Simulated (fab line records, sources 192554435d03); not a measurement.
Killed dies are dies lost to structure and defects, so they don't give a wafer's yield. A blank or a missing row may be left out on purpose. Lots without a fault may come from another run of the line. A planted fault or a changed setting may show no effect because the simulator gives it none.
Chamber matching | flow n5_finfet | N5_DUMMY_REMOVAL_HM_STRIP_01 on rie_diel-06: 4 sister chambers
The step strips SiNx in CH3F/O2, stops on poly-Si, target depth 4 nm, time 6.8 s. 16 wafers are shown with their chamber, then 8 later ones without.

WAFERS WITH THEIR CHAMBER
wafer  | chamber | drypump_motor_current_A (A) | showerhead_plenum_p_Torr (Torr) | throttle_valve_pct (%)
L603.3 | 1       | 5.5                         | 2.05                            | 16.39
L603.4 | 3       | 5.5                         | 1.96                            | 16.16
L603.6 | 1       | 5.5                         | 2.05                            | 16.37
L609.2 | 1       | 5.5                         | 2.05                            | 16.37
L609.3 | 3       | 5.4                         | 1.96                            | 16.18
L609.5 | 2       | 5.2                         | 2.07                            | 15.93
L617.3 | 1       | 5.5                         | 2.05                            | 16.39
L617.5 | 0       | 6.2                         | 2.01                            | 16.07
L617.6 | 3       | 5.4                         | 1.96                            | 16.17
L621.1 | 3       | 5.4                         | 1.96                            | 16.21
L621.4 | 2       | 5.2                         | 2.06                            | 15.97
L621.6 | 3       | 5.4                         | 1.96                            | 16.19
L622.1 | 3       | 5.4                         | 1.96                            | 16.19
L622.5 | 2       | 5.2                         | 2.06                            | 15.96
L622.6 | 3       | 5.4                         | 1.96                            | 16.20
L623.2 | 3       | 5.4                         | 1.95                            | 16.20

SIGNATURES (means of the wafers above)
reading                  | chamber 0 | chamber 1 | chamber 2 | chamber 3 | scatter within a chamber
drypump_motor_current_A  | 6.200     | 5.500     | 5.200     | 5.413     | 0.027
showerhead_plenum_p_Torr | 2.0100    | 2.0500    | 2.0633    | 1.9587    | 0.00358
throttle_valve_pct       | 16.0700   | 16.3800   | 15.9533   | 16.1875   | 0.0164
Rule: a wafer's distance from a chamber is the root of the sum, over the readings, of the square of ((its reading less the chamber's mean) divided by the reading's scatter). The wafer belongs to the nearest chamber; if the next one is less than 2 further off, it can't be placed. The scatter: the root of (the sum of the squares of (reading less its chamber's mean) over the shown wafers, divided by (wafers less chambers)).

WAFERS WITHOUT THEIR CHAMBER
wafer  | drypump_motor_current_A (A) | showerhead_plenum_p_Torr (Torr) | throttle_valve_pct (%)
L623.3 | 5.4                         | 2.04                            | 16.41
L623.4 | 6.2                         | 2.01                            | 16.09
L624.2 | 6.2                         | 2.01                            | 16.09
L624.3 | 5.2                         | 2.06                            | 15.98
L624.5 | 5.4                         | 1.95                            | 16.19
L625.2 | 5.4                         | 1.95                            | 16.20
L625.3 | 6.2                         | 2.01                            | 16.08
L625.4 | 5.5                         | 2.04                            | 16.41

WHICH CHAMBER EACH WENT THROUGH
wafer  | from the rows above | in truth
L623.3 | 1                   | 1
L623.4 | 0                   | 0
L624.2 | 0                   | 0
L624.3 | 2                   | 2
L624.5 | 3                   | 3
L625.2 | 3                   | 3
L625.3 | 0                   | 0
L625.4 | 1                   | 1
Placed correctly: 8 of 8. Can't be placed from these rows: 0. Placed wrongly: 0.
